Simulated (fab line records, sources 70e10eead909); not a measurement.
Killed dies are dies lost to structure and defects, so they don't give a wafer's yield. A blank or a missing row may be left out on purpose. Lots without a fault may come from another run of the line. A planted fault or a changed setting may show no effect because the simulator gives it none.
Problem report in the 8D (eight disciplines) form, filled by code | flow nand_harc | the parts of the form that need people (team, actions taken, sign-off) are left out

1. THE PROBLEM
killed_at_array at NHARC_END_SORT_01 reads a mean of 638 on 1 wafer of 1 lot; wafers without a fault read 27 with a standard deviation of 11. That is +56 standard deviations from the usual mean.
First seen on wafer L844.1, day 20 06:16, on prober-01. The record holds 3 wafers of 1 lot with a number at this step. Rule for "out", or "out of limits": more than 4 standard deviations from the usual mean. The other wafers with a number count as sound.

2. WHAT IT IS AND WHAT IT IS NOT
question                    | is                           | is not
which readings at this step | killed_at_array, killed_dies | killed_at_other, killed_at_periphery, killed_short
which lots                  | L844                         | -
which wafers of those lots  | L844.1                       | L844.2, L844.5
read on which gauges        | prober-01                    | -
when                        | from day 20 06:16            | up to then (0 sound wafers); but 2 sound wafers of L844 came after

3. SUSPECTS, AND WHAT RULES EACH OUT
Counting: a tool at a process step up to the reading stays a suspect if it ran every lot that is out. Sound lots after the first of them don't rule it out here, since some wafers of a struck lot are sound.
- the gauge at NHARC_END_SORT_01: kept. All the wafers that are out were read on prober-01, and no step on other tools shows them out.
- pecvd-02 at NHARC_A_CONTACT_DEP_58 (deposits SiON, target thk 60 nm): kept. It ran the lot that is out, L844 (day 17 11:23).
- cmp-04 at NHARC_THIN_TSV_CMP_01 (polishes): kept. It ran the lot that is out, L844 (day 19 10:16).
- pvd_sputter-01 at NHARC_THIN_TSV_PVD_19 (deposits TaN, target thk 20 nm): kept. It ran the lot that is out, L844 (day 20 06:16). NHARC_THIN_TSV_PVD_19 gives no start for some lots, so the hours and the order of its lots are those of NHARC_END_SORT_01.
- pvd_sputter-01 at NHARC_THIN_TSV_PVD_51 (deposits Cu, target thk 100 nm): kept. It ran the lot that is out, L844 (day 20 06:16). NHARC_THIN_TSV_PVD_51 gives no start for some lots, so the hours and the order of its lots are those of NHARC_END_SORT_01.
- Within pecvd-02 at NHARC_A_CONTACT_DEP_58: the wafers that are out ran in chamber 0; their sound lot-mates ran in chamber 2.
Left after counting: pecvd-02 at NHARC_A_CONTACT_DEP_58, cmp-04 at NHARC_THIN_TSV_CMP_01, pvd_sputter-01 at NHARC_THIN_TSV_PVD_19, pvd_sputter-01 at NHARC_THIN_TSV_PVD_51, prober-01 at NHARC_END_SORT_01.

4. THE CAUSE (what the simulator had put in)
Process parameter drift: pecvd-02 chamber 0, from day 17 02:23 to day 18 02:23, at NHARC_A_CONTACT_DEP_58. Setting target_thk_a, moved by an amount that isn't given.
Counting left 5 suspects, and this tool is among them.

5. THE CHAIN OF EFFECTS, in route order
Each row: a reading whose mean over the struck wafers that have a number lies more than 3 standard deviations from the usual. Only readings for which the record gives a usual standard deviation are gone through. hours: the time from each lot's start at the first step in this table that gives one to its start at this step, as a median over the lots. sigmas: the change in usual standard deviations.
hours | step              | reading         | usual | on struck wafers | change | sigmas
0     | NHARC_END_SORT_01 | killed_at_array | 27    | 638              | +611   | +56
0     | NHARC_END_SORT_01 | killed_dies     | 32    | 641              | +609   | +55

6. WHAT WOULD HAVE CAUGHT IT SOONER
In this record the first reading out of limits at a measuring or inspecting step was taken at day 20 06:16, 76 hours after the fault began at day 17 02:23.
Of the tool readings at NHARC_A_CONTACT_DEP_58 for which the record gives a usual standard deviation, none was out on any struck wafer, so an alarm limit of 4 standard deviations on them would not have fired.
All the lots that are out (1) had begun NHARC_A_CONTACT_DEP_58 on pecvd-02 by day 20 06:16. A hold on the tool at that time would have spared none of them.
